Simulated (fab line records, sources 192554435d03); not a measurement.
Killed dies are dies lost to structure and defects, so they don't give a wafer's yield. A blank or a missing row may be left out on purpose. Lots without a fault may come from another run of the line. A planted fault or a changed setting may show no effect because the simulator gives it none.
Split-lot experiment | flow n5_finfet | 7 lots, 21 wafers read, on a route of 1938 steps

THE SPLIT
At N5_BEOL_M4_COAT_76 (time 60 s, resist thk 5 nm), the setting spin_rpm was moved away from the recipe's 1500 rpm on 4 of the 21 wafers read, by -8.9% to +5.3%. The other wafers ran this setting at the recipe's value.

FROM THE SPLIT TO THE READING: what the file shows between them, 3 steps
- N5_BEOL_M4_COAT_22: resist thk 30 nm
- N5_BEOL_M4_EBR_24
- N5_BEOL_M4_DESCUM_33: chemistry O2, time 7 s

THE READING
etch.depth_nm (the simulator's own value, which no gauge read), in nm, at N5_BEOL_M4_ETCH_77 (etches underlayer in N2/H2, target depth 6.5 nm, time 5.2 s). The file gives no usual value for it. The 17 wafers here that ran the recipe average 4.997 nm, standard deviation 0.013 nm.

wafer  | tool, chamber at the split | spin_rpm as run, rpm | against the recipe | etch.depth_nm, nm | against lot-mates on the recipe
L075.3 | litho_track-05, 0          | 1366                 | -8.9%              | 5.259             | +0.243
L075.4 | litho_track-05, 0          | 1500                 | recipe             | 5.021             | -
L075.5 | litho_track-05, 0          | 1500                 | recipe             | 5.012             | -
L074.1 | litho_track-03, 0          | 1500                 | recipe             | 4.998             | -
L074.3 | litho_track-03, 0          | 1500                 | recipe             | 5.015             | -
L074.5 | litho_track-03, 0          | 1500                 | recipe             | 5.015             | -
L082.2 | litho_track-03, 0          | 1500                 | recipe             | 4.998             | -
L082.3 | litho_track-03, 0          | 1500                 | recipe             | 4.989             | -
L082.4 | litho_track-03, 0          | 1500                 | recipe             | 4.986             | -
L087.1 | litho_track-05, 0          | 1500                 | recipe             | 4.986             | -
L087.4 | litho_track-05, 0          | 1409                 | -6.1%              | 5.156             | +0.165
L087.5 | litho_track-05, 0          | 1500                 | recipe             | 4.995             | -
L090.2 | litho_track-03, 0          | 1500                 | recipe             | 4.974             | -
L090.3 | litho_track-03, 0          | 1381                 | -7.9%              | 5.185             | +0.210
L090.4 | litho_track-03, 0          | 1500                 | recipe             | 4.975             | -
L094.3 | litho_track-05, 0          | 1500                 | recipe             | 4.995             | -
L094.4 | litho_track-05, 0          | 1500                 | recipe             | 4.998             | -
L094.5 | litho_track-05, 0          | 1500                 | recipe             | 4.997             | -
L097.1 | litho_track-03, 0          | 1500                 | recipe             | 5.004             | -
L097.2 | litho_track-03, 0          | 1500                 | recipe             | 4.999             | -
L097.4 | litho_track-03, 0          | 1580                 | +5.3%              | 4.88              | -0.122

THE FIT
A straight line over all 21 wafers: etch.depth_nm changes by -0.0259 nm for each +1% of spin_rpm; r = -0.98; the points scatter about the line by 0.015 nm.
The same after taking each lot's own level away (the mean of its wafers on the recipe; 21 wafers): -0.0262 nm for each +1%; r = -1.00; scatter 0.0063 nm.
On that fit, the largest move of spin_rpm shifts the reading by 0.23 nm.
The lots' own levels span 4.9745 to 5.0165 nm, that is 3.3 times the standard deviation above.
So the lot-to-lot level changes the slope little: the two slopes agree.
Check: with one of the wafers moved furthest among these (-8.9%) left out of the fit, the line predicts +0.232 nm for it against its lot-mates. It came out at +0.243 nm against them.

OTHER SPLITS ON THESE WAFERS
These wafers also went through other splits before the reading. Each is held against what the fit with the lots' levels taken away leaves over:
other split on the same wafers | wafers away from the commonest value | r with etch.depth_nm (lot level and that fit taken away)
N5_BEOL_M3_EXPOSE_08 dose_mj   | 5                                    | +0.20
N5_BEOL_M3_SPUTTER_81 time_s   | 9                                    | -0.13
N5_BEOL_M4_DESCUM_16 time_s    | 8                                    | +0.17

THE FILE'S OWN FIT
etch.depth_nm changes by -0.0264 nm for each +1% of spin_rpm, r = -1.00.
